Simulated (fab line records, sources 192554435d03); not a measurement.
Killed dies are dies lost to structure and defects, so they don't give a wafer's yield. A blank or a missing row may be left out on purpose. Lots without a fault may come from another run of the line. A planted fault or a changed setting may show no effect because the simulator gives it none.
fab line records | flow n5_finfet
record lots=5 wafers=15 last_day=15
route steps=1938 shown HKMG_FIN@429
lots that met no fault: from a run of the same line without faults
start_h: hours from the record's first day to the start of the lot's first wafer shown | wait_h: hours since the lot's step before | " the same as in the row above | L1.1+2: a row that stands for several wafers | - no value, or no start given | * or withheld: withheld | < > ~ a bound
route shown NAME@n: a module of which the file shows steps, and the number in the route of the first | usual: mean/standard deviation of fault-free wafers | same: alike in all rows | chamber/n: place in a boat | sites: the reading at each site | _std_site: their standard deviation | _edge_site: outer sites' mean less inner sites' | radius_mm: how far each site lies from the wafer's centre | mask NAME#n: copy n | behind: the tool/chamber that last shaped the wafer | hold: why the lot was held/for how many hours/how that ended | device: the transistor (n, p or np) that didn't switch | end of line: the same wafers' tests at the end of the route | a step without rows: its recipe alone | killed: dies lost to structure and defects at the first sort, not the wafer's yield | map: a wafer's dies, x killed, . not, _ none there
set.NAME: the setting as run; set.NAME@STEP: as run at that earlier step | model.NAME: the simulator's own value behind a step, which no gauge read
lots at some steps of the route; a table a step, a row a wafer
services: from which hour (start_h, from the record's first day; less than 0 if before it) a tool's chamber was out of use, for how many hours, and why
## steps
# step N5_HKMG_FIN_DEVELOP_11
# recipe develop_time_s=30 developer=TMAH resist=CAR-ArF dev_temp_c=23 rinse_liquid=diw dry=air_spin
# usual chill_plate_temp_C=23.01/0.11
# columns lot.wafer tool chamber start_h wait_h chill_plate_temp_C
L077.2 litho_track-01 0 - - 23.21
L077.4 " 0 " " 22.79
L077.5 " 0 " " 23.11
L083.1 litho_track-03 0 - - 23.06
L083.3 " 0 " " 23.04
L083.6 " 0 " " 23.02
L086.2 litho_track-03 0 - - 23.09
L086.5 " 0 " " 23.00
L086.6 " 0 " " 23.02
L088.2 litho_track-03 0 - - 22.99
L088.4 " 0 " " 23.02
L088.6 " 0 " " 23.01
L089.1 litho_track-02 0 - - 23.10
L089.2 " 0 " " 23.13
L089.3 " 0 " " 23.13
# step N5_HKMG_FIN_CD_MEAS_12
# recipe target_cd_nm=92.8 landing_energy_ev=500 detector=se_inlens
# usual cd_nm=92.3/0.73
# columns lot.wafer tool chamber start_h wait_h cd_nm
L077.2 cd_sem-03 0 93.08 - 91.7
L077.4 " 0 " " 91.4
L077.5 " 0 " " 92.2
L083.1 cd_sem-02 0 131.78 - 93.3
L083.3 " 0 " " 92.8
L083.6 " 0 " " 92.1
L086.2 cd_sem-01 0 146.14 - 92.9
L086.5 " 0 " " 92.4
L086.6 " 0 " " 92.9
L088.2 cd_sem-03 0 158.18 - 91.7
L088.4 " 0 " " 92.5
L088.6 " 0 " " 91.6
L089.1 cd_sem-02 0 165.55 - 91.3
L089.2 " 0 " " 92.7
L089.3 " 0 " " 91.9
# step N5_HKMG_FIN_OVL_MEAS_13
# recipe points_per_wafer=44
# usual NWFM_OVL=-0.1/0.71
# columns lot.wafer tool chamber start_h wait_h NWFM_OVL[nm]
L077.2 overlay-01 0 93.11 0.0 0.6
L077.4 " 0 " " 0.3
L077.5 " 0 " " -0.7
L083.1 overlay-01 0 131.81 0.0 -0.1
L083.3 " 0 " " 0.8
L083.6 " 0 " " 1.0
L086.2 overlay-01 0 146.17 0.0 -0.6
L086.5 " 0 " " -1.2
L086.6 " 0 " " -0.3
L088.2 overlay-02 0 158.22 0.0 -0.5
L088.4 " 0 " " -0.9
L088.6 " 0 " " 0.2
L089.1 overlay-02 0 165.58 0.0 -0.4
L089.2 " 0 " " 0.1
L089.3 " 0 " " 0.6
# step N5_HKMG_FIN_INSPECT_14
# recipe mode=adi inspect_instrument=macro
# usual raw_defect_count=2.1/1.4
# columns lot.wafer tool chamber start_h wait_h raw_defect_count
L077.2 defect_inspect-02 - 93.14 0.0 4
L077.4 " - " " 1
L077.5 " - " " 2
L083.1 defect_inspect-01 - 131.84 0.0 0
L083.3 " - " " 5
L083.6 " - " " 3
L086.2 defect_inspect-01 - 146.20 0.0 3
L086.5 " - " " 3
L086.6 " - " " 1
L088.2 defect_inspect-01 - 158.24 0.0 2
L088.4 " - " " 1
L088.6 " - " " 3
L089.1 defect_inspect-02 - 165.61 0.0 1
L089.2 " - " " 4
L089.3 " - " " 3
# step N5_HKMG_FIN_DESCUM_17
# recipe chemistry=O2 time_s=7.9 source_power_w=50 bias_power_w=20 pressure_mtorr=20 rf_frequency_hz=2.712e+07 temp_c=40 resist=CAR-ArF o2_flow_sccm=225
# usual drypump_motor_current_A=5.7/0.6 oes_product_au=0.77/0.095 rf_vpp_V=243.2/1.5 showerhead_plenum_p_Torr=2.09/0.08 temp_c=40.00/0.1 throttle_valve_pct=20.5/0.31
# columns lot.wafer tool chamber start_h wait_h drypump_motor_current_A oes_product_au rf_hours_counter_h rf_vpp_V showerhead_plenum_p_Torr temp_c throttle_valve_pct
L077.2 rie_diel-04 3 93.17 0.0 6.2 0.80 93 241.4 2.02 39.83 20.6
L077.4 " 1 " " 5.9 0.72 204 244.4 2.18 39.98 21.2
L077.5 " 0 " " 6.7 0.75 - 244.9 2.16 39.82 20.2
L083.1 rie_diel-04 1 131.87 0.0 5.9 0.70 218 243.2 2.18 40.13 21.2
L083.3 " 3 " " 6.2 0.79 105 240.3 2.02 40.09 20.6
L083.6 " 2 " " 5.7 0.68 - 242.2 2.04 40.00 20.5
L086.2 rie_diel-04 1 146.74 0.5 5.9 0.70 224 244.5 2.17 40.06 21.2
L086.5 " 1 " " 5.8 0.70 - 244.9 2.17 40.04 21.2
L086.6 " 2 " " 5.7 0.67 - 242.9 2.04 40.14 20.5
L088.2 rie_diel-05 0 158.38 0.1 4.8 0.67 234 239.6 1.99 39.97 20.7
L088.4 " 2 " " 5.3 0.88 40 243.4 2.13 40.10 20.1
L088.6 " 0 " " 4.8 0.67 - 240.5 1.99 40.00 20.8
L089.1 rie_diel-04 3 165.64 0.0 6.2 0.78 118 242.1 2.01 40.02 20.6
L089.2 " 0 " " 6.7 0.73 177 245.2 2.15 39.99 20.3
L089.3 " 1 " " 5.9 0.68 230 243.6 2.17 40.06 21.2
# step N5_HKMG_FIN_ETCH_31
# recipe chemistry=CF4 target=SiARC target_depth_a=455 mask_material=CAR-ArF time_s=75.8 ion_energy_ev=80 pressure_mtorr=40 source_w=545 bias_w=36 Ar_flow_sccm=100 cf4_flow_sccm=100 ends=cleared
# usual drypump_motor_current_A=5.7/0.6 etch_rf_on_time_s=75.6/1.9 mfc_ar_sccm=100.0/0.36 oes_product_au=0.66/0.073 rf_vpp_V=184.1/1.2 showerhead_plenum_p_Torr=2.14/0.078 throttle_valve_pct=15.72/0.29
# columns lot.wafer tool chamber start_h wait_h drypump_motor_current_A etch_rf_on_time_s mfc_ar_sccm oes_product_au rf_hours_counter_h rf_vpp_V showerhead_plenum_p_Torr throttle_valve_pct
L077.2 rie_diel-04 3 93.21 0.0 6.2 77.7 100.1 0.68 93 181.8 2.09 15.82
L077.4 " 1 " " 5.8 71.6 100.0 0.63 204 185.7 2.21 16.15
L077.5 " 0 " " 6.7 75.7 99.7 0.66 - 184.3 2.23 15.66
L083.1 rie_diel-04 1 131.91 0.0 5.9 72.4 100.1 0.62 218 185.6 2.21 16.19
L083.3 " 3 " " 6.2 77.3 99.5 0.67 105 182.2 2.08 15.85
L083.6 " 2 " " 5.7 78.5 100.9 0.56 - 183.2 2.09 15.83
L086.2 rie_diel-04 1 146.78 0.0 5.8 72.7 99.5 0.61 224 184.7 2.20 16.19
L086.5 " 1 " " 5.9 72.9 99.6 0.62 - 184.1 2.20 16.19
L086.6 " 2 " " 5.7 78.4 100.1 0.57 - 182.9 2.09 15.85
L088.2 rie_diel-05 0 158.42 0.0 4.8 73.2 99.9 0.60 234 182.0 2.03 15.88
L088.4 " 2 " " 5.3 76.1 99.8 0.74 40 184.2 2.16 15.14
L088.6 " 0 " " 4.8 72.9 99.2 0.60 - 181.8 2.03 15.88
L089.1 rie_diel-04 3 165.68 0.0 6.2 78.1 100.2 0.65 118 184.3 2.08 15.86
L089.2 " 0 " " 6.7 76.1 100.1 0.63 177 184.1 2.22 15.68
L089.3 " 1 " " 5.9 73.0 100.2 0.61 230 184.8 2.20 16.21
# step N5_HKMG_FIN_ETCH_32
# recipe chemistry=N2/H2 target=SOC target_depth_a=2400 temp_c=40 time_s=300 ion_energy_ev=200 mask_material=SiARC pressure_mtorr=30 source_w=840 bias_w=150 n2_flow_sccm=200 h2_flow_sccm=200
# usual drypump_motor_current_A=5.7/0.6 oes_product_au=0.77/0.086 rf_vpp_V=523.9/2.8 showerhead_plenum_p_Torr=2.54/0.095 temp_c=40.01/0.11 throttle_valve_pct=17.96/0.28
# columns lot.wafer tool chamber start_h wait_h drypump_motor_current_A oes_product_au rf_hours_counter_h rf_vpp_V showerhead_plenum_p_Torr temp_c throttle_valve_pct
L077.2 rie_diel-04 3 93.26 0.0 6.2 0.80 93 523.3 2.46 40.08 18.11
L077.4 " 1 " " 5.8 0.74 204 525.7 2.62 40.12 18.35
L077.5 " 0 " " 6.7 0.77 - 527.4 2.65 40.05 17.82
L083.1 rie_diel-04 1 131.96 0.0 5.9 0.73 218 525.8 2.61 40.04 18.36
L083.3 " 3 " " 6.2 0.79 105 520.6 2.45 39.96 18.14
L083.6 " 2 " " 5.6 0.67 - 523.1 2.49 40.15 18.00
L086.2 rie_diel-04 1 146.83 0.0 5.8 0.72 224 525.8 2.61 40.03 18.37
L086.5 " 1 " " 5.9 0.72 - 526.6 2.61 39.90 18.36
L086.6 " 2 " " 5.7 0.65 - 522.6 2.49 39.87 18.03
L088.2 rie_diel-05 0 158.47 0.0 4.8 0.71 235 520.1 2.41 40.18 18.08
L088.4 " 2 " " 5.3 0.87 40 525.0 2.58 40.04 17.40
L088.6 " 0 " " 4.8 0.71 - 518.8 2.41 40.07 18.07
L089.1 rie_diel-04 3 165.73 0.0 6.2 0.77 118 520.7 2.45 40.12 18.16
L089.2 " 0 " " 6.7 0.75 177 527.9 2.64 40.06 17.87
L089.3 " 1 " " 5.9 0.71 230 525.3 2.60 40.03 18.37
# step N5_HKMG_FIN_STRIP_33
# recipe chemistry=N2/H2 temp_c=40 n2_flow_sccm=200 h2_flow_sccm=200 rf_frequency_hz=6e+07
# columns lot.wafer tool chamber start_h wait_h
L077.2+4+5 rie_diel-04 3,1,0 93.44 0.1
L083.1+3+6 rie_diel-04 1,3,2 132.14 0.1
L086.2+5+6 rie_diel-04 1,1,2 147.01 0.1
L088.2+4+6 rie_diel-05 0,2,0 158.65 0.1
L089.1+2+3 rie_diel-04 3,0,1 165.91 0.1
# step N5_HKMG_FIN_STRIP_34
# recipe chemistry=CF4 resist=SiARC power_w=300 bias_power_w=75 pressure_mtorr=50 cf4_flow_sccm=150 rf_frequency_hz=6e+07
# usual drypump_motor_current_A=5.7/0.6 oes_product_au=0.76/0.084 rf_vpp_V=271.2/1.7 showerhead_plenum_p_Torr=1.79/0.067 throttle_valve_pct=13.70/0.29
# columns lot.wafer tool chamber start_h wait_h drypump_motor_current_A oes_product_au rf_hours_counter_h rf_vpp_V showerhead_plenum_p_Torr throttle_valve_pct
L077.2 rie_diel-04 3 93.45 0.0 6.2 0.79 93 269.8 1.74 13.70
L077.4 " 1 " " 5.9 0.71 204 273.2 1.85 14.09
L077.5 " 0 " " 6.7 0.76 - 273.8 1.87 13.65
L083.1 rie_diel-04 1 132.15 0.0 5.9 0.70 218 271.7 1.84 14.13
L083.3 " 3 " " 6.2 0.78 105 270.6 1.73 13.75
L083.6 " 2 " " 5.7 0.67 - 269.5 1.77 13.91
L086.2 rie_diel-04 1 147.02 0.0 5.9 0.70 224 271.7 1.84 14.14
L086.5 " 1 " " 5.9 0.69 - 272.4 1.84 14.15
L086.6 " 2 " " 5.6 0.66 - 269.5 1.77 13.92
L088.2 rie_diel-05 0 158.66 0.0 4.8 0.68 235 268.2 1.70 13.84
L088.4 " 2 " " 5.3 0.85 40 270.9 1.82 13.17
L088.6 " 0 " " 4.8 0.68 - 269.2 1.70 13.82
L089.1 rie_diel-04 3 165.92 0.0 6.2 0.76 118 270.5 1.73 13.76
L089.2 " 0 " " 6.7 0.73 178 272.2 1.86 13.70
L089.3 " 1 " " 5.9 0.69 231 272.0 1.84 14.17
# step N5_HKMG_FIN_ETCH_35
# recipe chemistry=N2/H2 target=SOC target_depth_a=2158 ion_energy_ev=65 bias_w=5 source_w=3000 time_s=243.4 pressure_mtorr=30 n2_flow_sccm=200 h2_flow_sccm=200
# usual drypump_motor_current_A=5.7/0.6 oes_product_au=0.77/0.085 rf_vpp_V=141.6/1.1 showerhead_plenum_p_Torr=2.54/0.095 throttle_valve_pct=17.96/0.28
# columns lot.wafer tool chamber start_h wait_h drypump_motor_current_A oes_product_au rf_hours_counter_h rf_vpp_V showerhead_plenum_p_Torr throttle_valve_pct
L077.2 rie_diel-04 3 93.47 0.0 6.2 0.79 93 139.2 2.46 18.13
L077.4 " 1 " " 5.9 0.73 204 143.6 2.62 18.33
L077.5 " 0 " " 6.7 0.76 - 142.5 2.65 17.83
L083.1 rie_diel-04 1 132.17 0.0 5.9 0.72 218 141.3 2.61 18.37
L083.3 " 3 " " 6.2 0.78 105 140.4 2.45 18.15
L083.6 " 2 " " 5.7 0.66 - 142.3 2.49 18.02
L086.2 rie_diel-04 1 147.04 0.0 5.9 0.71 224 140.9 2.61 18.36
L086.5 " 1 " " 5.9 0.72 - 141.9 2.61 18.36
L086.6 " 2 " " 5.7 0.65 - 141.9 2.49 18.03
L088.2 rie_diel-05 0 158.68 0.0 4.8 0.70 235 141.4 2.41 18.09
L088.4 " 2 " " 5.3 0.87 40 141.8 2.58 17.41
L088.6 " 0 " " 4.8 0.70 - 139.0 2.41 18.09
L089.1 rie_diel-04 3 165.94 0.0 6.2 0.76 118 141.8 2.45 18.19
L089.2 " 0 " " 6.7 0.75 178 143.3 2.64 17.90
L089.3 " 1 " " 5.8 0.72 231 142.0 2.60 18.36
# step N5_HKMG_FIN_STRIP_92
# recipe chemistry=N2/H2 material=SOC time_s=20 power_w=500 temp_c=40 pressure_mtorr=50 rf_frequency_hz=6e+07 bias_power_w=8 h2_frac=0.5 n2_flow_sccm=300 h2_flow_sccm=300
# usual drypump_motor_current_A=5.7/0.61 oes_product_au=0.76/0.086 rf_vpp_V=54.2/0.87 showerhead_plenum_p_Torr=3.36/0.12 temp_c=40.00/0.13 throttle_valve_pct=19.2/0.37
# columns lot.wafer tool chamber start_h wait_h drypump_motor_current_A oes_product_au rf_hours_counter_h rf_vpp_V showerhead_plenum_p_Torr temp_c throttle_valve_pct
L077.2 rie_diel-04 3 93.62 0.1 6.2 0.79 93 53.6 3.25 40.06 19.8
L077.4 " 1 " " 5.9 0.74 204 53.3 3.45 39.98 19.4
L077.5 " 0 " " 6.7 0.75 - 55.2 3.50 39.94 19.2
L083.1 rie_diel-04 1 132.32 0.1 5.9 0.73 218 55.3 3.44 40.05 19.4
L083.3 " 3 " " 6.2 0.78 105 53.6 3.24 39.97 19.8
L083.6 " 2 " " 5.8 0.66 - 54.1 3.30 39.87 19.2
L086.2 rie_diel-04 1 147.19 0.1 5.8 0.72 224 54.8 3.44 40.09 19.4
L086.5 " 1 " " 5.9 0.72 - 55.6 3.44 40.04 19.4
L086.6 " 2 " " 5.7 0.65 - 53.2 3.29 40.12 19.2
L088.2 rie_diel-05 0 158.83 0.1 4.8 0.69 235 54.8 3.18 39.99 19.3
L088.4 " 2 " " 5.3 0.87 40 55.1 3.41 40.03 18.4
L088.6 " 0 " " 4.8 0.69 - 54.5 3.18 40.03 19.3
L089.1 rie_diel-04 3 166.09 0.1 6.3 0.76 118 55.4 3.24 39.90 19.8
L089.2 " 0 " " 6.7 0.73 178 53.6 3.48 39.99 19.2
L089.3 " 1 " " 5.9 0.70 231 53.5 3.44 39.97 19.5
# step N5_HKMG_FIN_WET_ETCH_18
# recipe chemistry=SC1 target=TiN mix=1:1:5 temp_c=* time_s=55 target_depth_nm=5.2 dry=ipa_marangoni rinse_time_s=30 rinse_temp_c=23
# usual bath_guard_temp_C=* temp_c=*
# same rinse_time_s=30
# columns lot.wafer tool chamber start_h wait_h bath_guard_temp_C temp_c
L077.2 wet_bench-03 1 93.70 0.1 * *
L077.4 " 5 " " * *
L077.5 " 2 " " * *
L083.1 wet_bench-03 2 132.41 0.1 * *
L083.3 " 6 " " * *
L083.6 " 5 " " * *
L086.2 wet_bench-05 5 147.28 0.1 * *
L086.5 " 0 " " * *
L086.6 " 4 " " * *
L088.2 wet_bench-03 4 158.92 0.1 * *
L088.4 " 3 " " * *
L088.6 " 7 " " * *
L089.1 wet_bench-06 3 166.18 0.1 * *
L089.2 " 7 " " * *
L089.3 " 1 " " * *
# step N5_HKMG_FIN_STRIP_19
# recipe chemistry=N2/H2 power_w=2500 temp_c=300 h2_frac=0.65 time_s=360 pressure_mtorr=withheld n2_flow_sccm=1750 h2_flow_sccm=3250
# usual drypump_motor_current_A=5.66/0.052 heater_power_w=474/32 temp_c=299.98/0.19
# columns lot.wafer tool chamber start_h wait_h drypump_motor_current_A heater_power_w rf_hours_counter_h temp_c
L077.2 plasma_asher-02 0 93.80 0.0 5.74 512 38 299.83
L077.4 " 1 " " 5.71 518 - 300.03
L077.5 " 1 " " 5.73 520 - 299.92
L083.1 plasma_asher-01 1 132.48 0.0 5.58 454 105 300.03
L083.3 " 0 " " 5.62 441 - 299.93
L083.6 " 0 " " 5.63 442 - 299.99
L086.2 plasma_asher-01 0 147.34 0.0 5.65 443 110 300.05
L086.5 " 1 " " 5.63 460 - 300.03
L086.6 " 0 " " 5.62 450 - 299.99
L088.2 plasma_asher-02 0 158.98 0.0 5.72 503 47 300.25
L088.4 " 0 " " 5.73 507 - 300.21
L088.6 " 0 " " 5.69 513 - 299.93
L089.1 plasma_asher-02 1 166.24 0.0 5.73 518 49 300.09
L089.2 " 0 " " 5.73 507 49 300.16
L089.3 " 1 " " 5.73 511 - 300.10
# step N5_HKMG_FIN_ALD_91
# recipe material=TiN target_thk_a=10 temp_c=400 ald_precursor_family=TiCl4 ald_co_reactant=NH3 pulse_time_s=1 purge_time_s=3 co_reactant_purge_time_s=2 co_reactant_pulse_time_s=2 ald_cycles=47 pressure_torr=3
# usual heater_power_w=838/110 precursor_pulse_height_rel=0.999/0.02
# same pulse_time_s=1
# columns lot.wafer tool chamber start_h wait_h heater_power_w precursor_pulse_height_rel
L077.2 ald_metal-02 1 94.18 0.3 728 0.953
L077.4 " 2 " " 874 0.989
L077.5 " 1 " " 726 0.986
L083.1 ald_metal-03 3 132.86 0.3 941 1.032
L083.3 " 0 " " 840 1.009
L083.6 " 1 " " 1033 0.985
L086.2 ald_metal-03 1 147.73 0.3 1033 1.009
L086.5 " 0 " " 851 1.006
L086.6 " 1 " " 1035 1.001
L088.2 ald_metal-03 2 159.36 0.3 648 1.011
L088.4 " 1 " " 1036 1.009
L088.6 " 0 " " 846 0.998
L089.1 ald_metal-03 1 166.62 0.3 1008 0.984
L089.2 " 2 " " 650 0.968
L089.3 " 3 " " 946 0.987
# step N5_HKMG_FIN_COAT_85
# recipe resist=SOC temp_c=250 time_s=60 spin_rpm=1500 resist_thk_nm=300
# usual chill_plate_temp_C=22.99/0.12
# columns lot.wafer tool chamber start_h wait_h chill_plate_temp_C
L077.2 litho_track-02 0 94.46 0.2 22.87
L077.4 " 0 " " 22.80
L077.5 " 0 " " 22.89
L083.1 litho_track-02 0 133.13 0.2 23.11
L083.3 " 0 " " 23.10
L083.6 " 0 " " 23.01
L086.2 litho_track-02 0 148.01 0.2 23.17
L086.5 " 0 " " 23.08
L086.6 " 0 " " 23.05
L088.2 litho_track-03 0 159.64 0.2 22.84
L088.4 " 0 " " 22.96
L088.6 " 0 " " 22.86
L089.1 litho_track-01 0 166.90 0.2 23.14
L089.2 " 0 " " 23.00
L089.3 " 0 " " 23.07
# step N5_HKMG_FIN_ETCH_86
# recipe chemistry=N2/H2 target=SOC target_depth_a=3932 stop_on=TiN ion_energy_ev=100 bias_w=61 pressure_mtorr=30 source_w=850 n2_flow_sccm=200 h2_flow_sccm=200
# usual drypump_motor_current_A=5.8/0.58 oes_product_au=0.76/0.08 rf_vpp_V=241.0/1.4 showerhead_plenum_p_Torr=2.56/0.09 throttle_valve_pct=17.95/0.26
# columns lot.wafer tool chamber start_h wait_h drypump_motor_current_A oes_product_au rf_hours_counter_h rf_vpp_V showerhead_plenum_p_Torr throttle_valve_pct
L077.2 rie_diel-05 3 94.59 - 6.3 0.69 236 241.4 2.62 18.04
L077.4 " 0 " " 4.8 0.69 210 240.3 2.42 18.01
L077.5 " 0 " " 4.8 0.69 - 239.4 2.42 18.02
L083.1 rie_diel-06 0 133.38 - 6.2 0.69 227 239.1 2.52 18.23
L083.3 " 3 " " 5.9 0.82 77 240.3 2.58 17.74
L083.6 " 2 " " 5.1 0.81 - 243.1 2.70 17.62
L086.2 rie_diel-04 2 148.07 - 5.7 0.66 247 239.1 2.49 18.02
L086.5 " 3 " " 6.2 0.77 - 240.6 2.45 18.15
L086.6 " 2 " " 5.7 0.66 - 240.4 2.49 18.00
L088.2 rie_diel-06 1 159.70 - 4.8 0.70 200 241.3 2.51 17.87
L088.4 " 2 " " 5.1 0.80 82 242.8 2.69 17.64
L088.6 " 1 " " 4.8 0.71 - 240.7 2.51 17.86
L089.1 rie_diel-04 3 166.96 - 6.2 0.77 119 238.2 2.45 18.13
L089.2 " 1 " " 5.8 0.69 231 241.6 2.60 18.35
L089.3 " 0 " " 6.7 0.74 178 241.9 2.64 17.86
# step N5_HKMG_FIN_STRIP_89
# recipe chemistry=N2/H2 material=SOC time_s=20 power_w=500 temp_c=40 pressure_mtorr=50 rf_frequency_hz=6e+07 bias_power_w=8 h2_frac=0.5 n2_flow_sccm=300 h2_flow_sccm=300
# usual drypump_motor_current_A=5.8/0.59 oes_product_au=0.76/0.076 rf_vpp_V=54.2/0.88 showerhead_plenum_p_Torr=3.38/0.11 temp_c=39.99/0.12 throttle_valve_pct=19.2/0.34
# columns lot.wafer tool chamber start_h wait_h drypump_motor_current_A oes_product_au rf_hours_counter_h rf_vpp_V showerhead_plenum_p_Torr temp_c throttle_valve_pct
L077.2 rie_diel-05 3 94.65 0.0 6.3 0.70 236 54.2 3.46 39.99 19.2
L077.4 " 0 " " 4.8 0.71 210 52.0 3.20 40.04 19.2
L077.5 " 0 " " 4.8 0.71 - 54.5 3.20 39.82 19.2
L083.1 rie_diel-06 0 133.44 0.0 6.2 0.70 228 54.4 3.33 39.72 19.3
L083.3 " 3 " " 5.9 0.80 77 54.1 3.41 39.96 18.9
L083.6 " 2 " " 5.1 0.80 - 54.0 3.55 39.96 19.2
L086.2 rie_diel-04 2 148.13 0.0 5.7 0.65 247 52.9 3.29 39.95 19.2
L086.5 " 3 " " 6.2 0.76 - 54.1 3.24 39.99 19.8
L086.6 " 2 " " 5.7 0.65 - 54.1 3.29 39.95 19.2
L088.2 rie_diel-06 1 159.76 0.0 4.8 0.72 200 53.4 3.31 39.85 18.9
L088.4 " 2 " " 5.1 0.79 82 54.1 3.55 40.00 19.3
L088.6 " 1 " " 4.8 0.72 - 55.2 3.32 39.82 18.9
L089.1 rie_diel-04 3 167.02 0.0 6.2 0.76 119 53.6 3.24 39.90 19.8
L089.2 " 1 " " 5.9 0.71 232 54.9 3.44 39.91 19.5
L089.3 " 0 " " 6.7 0.73 179 54.5 3.48 39.93 19.2
# step N5_HKMG_FIN_WET_ETCH_87
# recipe chemistry=SC1 target=TiN mix=1:2:40 temp_c=50 time_s=154.2 target_depth_nm=4.7 dry=ipa_marangoni rinse_time_s=30 rinse_temp_c=23
# usual bath_guard_temp_C=49.9/0.47 temp_c=50.01/0.12
# same rinse_time_s=30
# columns lot.wafer tool chamber start_h wait_h bath_guard_temp_C temp_c
L077.2 wet_bench-03 0 94.75 0.1 49.6 50.09
L077.4 " 4 " " 50.0 50.04
L077.5 " 6 " " 50.1 49.86
L083.1 wet_bench-03 5 133.54 0.1 49.2 49.93
L083.3 " 1 " " 49.7 49.94
L083.6 " 4 " " 49.7 50.14
L086.2 wet_bench-03 7 148.23 0.1 49.9 50.13
L086.5 " 2 " " 49.7 49.98
L086.6 " 4 " " 49.8 49.90
L088.2 wet_bench-06 5 159.86 0.1 48.6 49.90
L088.4 " 1 " " 49.6 49.96
L088.6 " 4 " " 49.7 49.99
L089.1 wet_bench-05 5 167.12 0.1 49.8 50.20
L089.2 " 7 " " 50.1 50.01
L089.3 " 1 " " 49.5 49.95
# step N5_HKMG_FIN_STRIP_88
# recipe chemistry=N2/H2 power_w=2500 temp_c=300 h2_frac=0.65 time_s=360 pressure_mtorr=withheld n2_flow_sccm=1750 h2_flow_sccm=3250
# usual drypump_motor_current_A=5.67/0.052 heater_power_w=475/31 temp_c=300.01/0.18
# columns lot.wafer tool chamber start_h wait_h drypump_motor_current_A heater_power_w rf_hours_counter_h temp_c
L077.2 plasma_asher-01 0 94.90 0.0 5.60 439 96 300.24
L077.4 " 0 " " 5.63 449 - 299.94
L077.5 " 1 " " 5.65 454 - 299.77
L083.1 plasma_asher-01 1 133.63 0.0 5.62 462 106 300.25
L083.3 " 1 " " 5.62 461 - 300.12
L083.6 " 1 " " 5.62 451 - 300.31
L086.2 plasma_asher-01 1 148.32 0.0 5.62 454 111 300.09
L086.5 " 0 " " 5.66 440 - 300.21
L086.6 " 1 " " 5.60 454 - 300.11
L088.2 plasma_asher-01 0 159.95 0.0 5.63 445 113 299.93
L088.4 " 0 " " 5.63 434 - 299.89
L088.6 " 0 " " 5.62 458 - 300.04
L089.1 plasma_asher-02 0 167.21 0.0 5.73 517 49 299.87
L089.2 " 1 " " 5.71 507 49 300.07
L089.3 " 0 " " 5.75 517 - 299.66
# step N5_HKMG_FIN_NWFM_ALD_20
# recipe material=TiAlC target_thk_a=20 temp_c=300 ald_precursor_family=TiCl4 ald_co_reactant=TEA pulse_time_s=3 purge_time_s=2 co_reactant_purge_time_s=2 co_reactant_pulse_time_s=10 ald_cycles=7 pressure_torr=3
# usual heater_power_w=462/54 precursor_pulse_height_rel=1.003/0.019
# same pulse_time_s=3
# columns lot.wafer tool chamber start_h wait_h heater_power_w precursor_pulse_height_rel
L077.2 ald_metal-03 1 95.29 0.3 596 0.987
L077.4 " 2 " " 373 1.008
L077.5 " 3 " " 532 1.010
L083.1 ald_metal-03 1 134.01 0.3 596 0.994
L083.3 " 0 " " 475 1.011
L083.6 " 3 " " 510 0.972
L086.2 ald_metal-02 2 148.70 0.3 473 1.008
L086.5 " 0 " " 410 0.991
L086.6 " 3 " " 510 1.019
L088.2 ald_metal-01 3 160.33 0.3 441 1.012
L088.4 " 0 " " 463 1.014
L088.6 " 1 " " 436 1.021
L089.1 ald_metal-02 3 167.60 0.3 518 1.008
L089.2 " 2 " " 475 1.024
L089.3 " 0 " " 413 1.022
# step N5_HKMG_FIN_ALD_71
# recipe material=TiN target_thk_a=10 temp_c=400 ald_precursor_family=TiCl4 ald_co_reactant=NH3 pulse_time_s=1 purge_time_s=3 co_reactant_purge_time_s=2 co_reactant_pulse_time_s=2 ald_cycles=47 pressure_torr=3
# usual heater_power_w=823/97 precursor_pulse_height_rel=1.001/0.02
# same pulse_time_s=1
# columns lot.wafer tool chamber start_h wait_h heater_power_w precursor_pulse_height_rel
L077.2 ald_metal-03 1 95.39 0.0 1061 0.988
L077.4 " 2 " " 655 1.045
L077.5 " 3 " " 934 1.035
L083.1 ald_metal-03 1 134.11 0.0 1009 0.968
L083.3 " 0 " " 847 0.995
L083.6 " 3 " " 934 1.041
L086.2 ald_metal-02 2 148.80 0.0 886 1.025
L086.5 " 0 " " 752 0.945
L086.6 " 3 " " 917 1.000
L088.2 ald_metal-01 3 160.43 0.0 809 1.008
L088.4 " 0 " " 824 1.009
L088.6 " 1 " " 779 1.015
L089.1 ald_metal-02 3 167.70 0.0 920 0.992
L089.2 " 2 " " 867 1.014
L089.3 " 0 " " 745 1.001
# step N5_HKMG_FIN_COAT_66
# recipe resist=SOC temp_c=250 time_s=60 spin_rpm=1500 resist_thk_nm=300
# usual chill_plate_temp_C=23.03/0.094
# columns lot.wafer tool chamber start_h wait_h chill_plate_temp_C
L077.2 litho_track-03 0 95.66 0.2 23.07
L077.4 " 0 " " 23.01
L077.5 " 0 " " 22.96
L083.1 litho_track-02 0 134.38 0.2 23.11
L083.3 " 0 " " 23.22
L083.6 " 0 " " 23.02
L086.2 litho_track-03 0 149.08 0.2 22.98
L086.5 " 0 " " 23.10
L086.6 " 0 " " 23.02
L088.2 litho_track-03 0 160.73 0.2 23.07
L088.4 " 0 " " 23.14
L088.6 " 0 " " 23.13
L089.1 litho_track-02 0 167.97 0.2 22.88
L089.2 " 0 " " 22.98
L089.3 " 0 " " 23.01
## services
# columns tool chamber start_h hours kind
ald_metal-03 2 90.92 1.9 repair
litho_track-02 - 92.12 - consumable_replace:filter
litho_track-01 - 120.50 - consumable_replace:filter
plasma_asher-02 - 126.47 15.6 pm
wet_bench-06 - 131.95 1.9 pm
rie_diel-05 3 133.54 - clean
rie_diel-05 3 133.54 - consumable_replace:focus_ring
rie_diel-05 3 133.54 18.2 scheduled_down
rie_diel-05 3 133.54 18.2 vent_cycle
wet_bench-03 - 135.46 4.0 repair
rie_diel-04 0 138.65 5.3 repair
rie_diel-06 0 147.08 5.7 repair
rie_diel-04 2 159.67 - clean
rie_diel-04 2 159.67 - consumable_replace:focus_ring
rie_diel-04 2 159.67 21.8 scheduled_down
rie_diel-04 2 159.67 21.8 vent_cycle
## key
fault none
